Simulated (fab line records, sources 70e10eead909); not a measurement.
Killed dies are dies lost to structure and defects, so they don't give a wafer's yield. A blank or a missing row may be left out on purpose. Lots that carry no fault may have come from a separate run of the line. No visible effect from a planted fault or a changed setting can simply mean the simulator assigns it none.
Comparing a struck lot with a sound one	flow nand_harc	24 steps out of a route of 1159
Sound: the wafers L139.2, L139.5, L139.6. The struck wafers were L154.2, L154.4, L154.5. Last of all comes the cause.
Per side, at each step with rows, come the tool, then ch with its chambers, and then its first start. Under that, the readings that differ: sound wafers	struck wafers	difference of the means	sigmas: that difference in standard deviations of wafers without a fault.
alike: a reading whose means differ by less than 2 such deviations, as well as words and numbers matching on both sides. not compared: withheld readings; readings where some wafer has no value; bounds like >300 that might hide an equal value; numbers whose values overlap and for which the record gives no deviation.
Wherever a step has rows on one side only, a row that says differs or no value, or a row with sigmas, the two part there. When numbers do not overlap yet have no deviation, they are printed without sigmas and do not part them. Lack of a reading on every wafer of one side parts them only where that side has two or more wafers.

first, 4 steps without rows for these wafers: NHARC_P_GATE_PRECLEAN_71 (cleans in SC1); NHARC_P_GATE_SRD_72; NHARC_P_GATE_OXIDE_16 (material SiO2, target thk 3 nm, ox time 392 s); NHARC_P_GATE_CVD_17 (deposits poly-Si, target thk 150 nm, time 900 s).
NHARC_P_GATE_HM_DEP_102: deposits aC, target thk 120 nm.
  sound on acl_dep-03 ch 0, day 5 03:19; struck on acl_dep-03 ch 0, day 9 05:54
  alike: throttle_valve_pct
NHARC_P_GATE_DEP_103: deposits SiON, target thk 30 nm.
  sound on pecvd-01 ch 0,1,2, day 5 03:54; struck on pecvd-02 ch 0,1, day 9 06:42
  alike: heater_power_w
then, 6 steps without rows for these wafers: NHARC_P_GATE_DEHYDRATE_18 (time 120 s); NHARC_P_GATE_HMDS_19 (time 30 s); NHARC_P_GATE_COAT_20 (resist thk 90 nm); NHARC_P_GATE_SOFTBAKE_21 (time 55 s); NHARC_P_GATE_EBR_22; NHARC_P_GATE_EXPOSE_23 (exposes mask P GATE, target cd 120 nm).
NHARC_P_GATE_PEB_24: peb time 65 s.
  sound on litho_track-04 ch 0, day 5 04:21; struck on litho_track-04 ch 0, day 9 07:11
reading	sound	struck	difference	sigmas
heater_power_total_W (W)	156.8 156.2 157.0	167.1 168.2 167.1	+10.8	+25
then, 1 step without rows for these wafers: NHARC_P_GATE_DEVELOP_25 (develop time 35 s).
NHARC_P_GATE_CD_MEAS_26: target cd 120 nm.
  sound on cd_sem-02 ch 0, day 5 04:26; struck on cd_sem-03 ch 0, day 9 07:16
reading	sound	struck	difference	sigmas
cd_nm (nm)	120.5 121.0 120.7	123.8 123.9 124.4	+3.3	+6
NHARC_P_GATE_OVL_MEAS_27:
  sound on overlay-02, day 5 04:31; struck on overlay-02, day 9 07:21
  alike: overlay_x_nm, overlay_y_nm
NHARC_P_GATE_INSPECT_28:
  sound on defect_inspect-01, day 5 04:33; struck on defect_inspect-02, day 9 07:23
  alike: raw_defect_count
NHARC_P_GATE_DESCUM_31: chemistry O2, time 3 s.
  sound on rie_diel-02 ch 0,2,3, day 5 04:38; struck on rie_diel-04 ch 0,3, day 9 07:27
reading	sound	struck	difference	sigmas
model.P_GATE.cd_nm (nm)	119.9 120.6 121	123.8 124.2 124.5	+3.7	
  alike: drypump_motor_current_A, oes_product_au, rf_vpp_V, showerhead_plenum_p_Torr, throttle_valve_pct
  not compared: rf_hours_counter_h
NHARC_P_GATE_ETCH_104: etches the open film in CF4/CHF3, target depth 60 nm.
  sound on rie_diel-02 ch 0,1,3, day 5 04:43; struck on rie_diel-04 ch 0,3, day 9 07:32
  alike: drypump_motor_current_A, oes_product_au, rf_vpp_V, showerhead_plenum_p_Torr, throttle_valve_pct
then, 2 steps without rows for these wafers: NHARC_P_GATE_HM_OPEN_105 (chemistry O2/COS, target depth 360 nm); NHARC_P_GATE_STRIP_106 (strips in O2/COS).
NHARC_P_GATE_ETCH_114: etches the open film in CF4/O2, target depth 30 nm, overetch 3 nm, time 16.5 s.
  sound on rie_diel-02 ch 0,3; struck on rie_diel-04 ch 0,1
  alike: drypump_motor_current_A, oes_product_au, rf_vpp_V, showerhead_plenum_p_Torr, throttle_valve_pct
  not compared: rf_hours_counter_h
NHARC_P_GATE_ETCH_32: etches the open film in HBr/Cl2, target depth 150 nm, time 100.1 s.
  sound on rie_si-02 ch 0,1,2, day 5 05:06; struck on rie_si-02 ch 0,1, day 9 08:29
reading	sound	struck	difference	sigmas
model.P_GATE.cd_nm (nm)	116.9 118.9 118.9	122.9 125.1 122.4	+5.2	
  alike: drypump_motor_current_A, oes_product_au, throttle_valve_pct
  not compared: rf_hours_counter_h
NHARC_P_GATE_STRIP_108: strips in O2.
  sound on rie_diel-02 ch 2,3, day 5 05:14; struck on rie_diel-12 ch 0,2, day 9 08:45
  alike: drypump_motor_current_A, oes_product_au, rf_vpp_V, showerhead_plenum_p_Torr, throttle_valve_pct
  not compared: rf_hours_counter_h

WHERE THEY PART
At NHARC_P_GATE_PEB_24 first; at NHARC_P_GATE_CD_MEAS_26 last (within this record only). Later steps at which nothing parts them and some readings are alike: NHARC_P_GATE_OVL_MEAS_27, NHARC_P_GATE_INSPECT_28, NHARC_P_GATE_DESCUM_31, NHARC_P_GATE_ETCH_104, NHARC_P_GATE_ETCH_114, NHARC_P_GATE_ETCH_32, NHARC_P_GATE_STRIP_108.

WHY: whatever the simulator had introduced
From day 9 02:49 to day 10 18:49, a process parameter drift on litho_track-04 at NHARC_P_GATE_PEB_24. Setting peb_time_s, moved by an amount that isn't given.
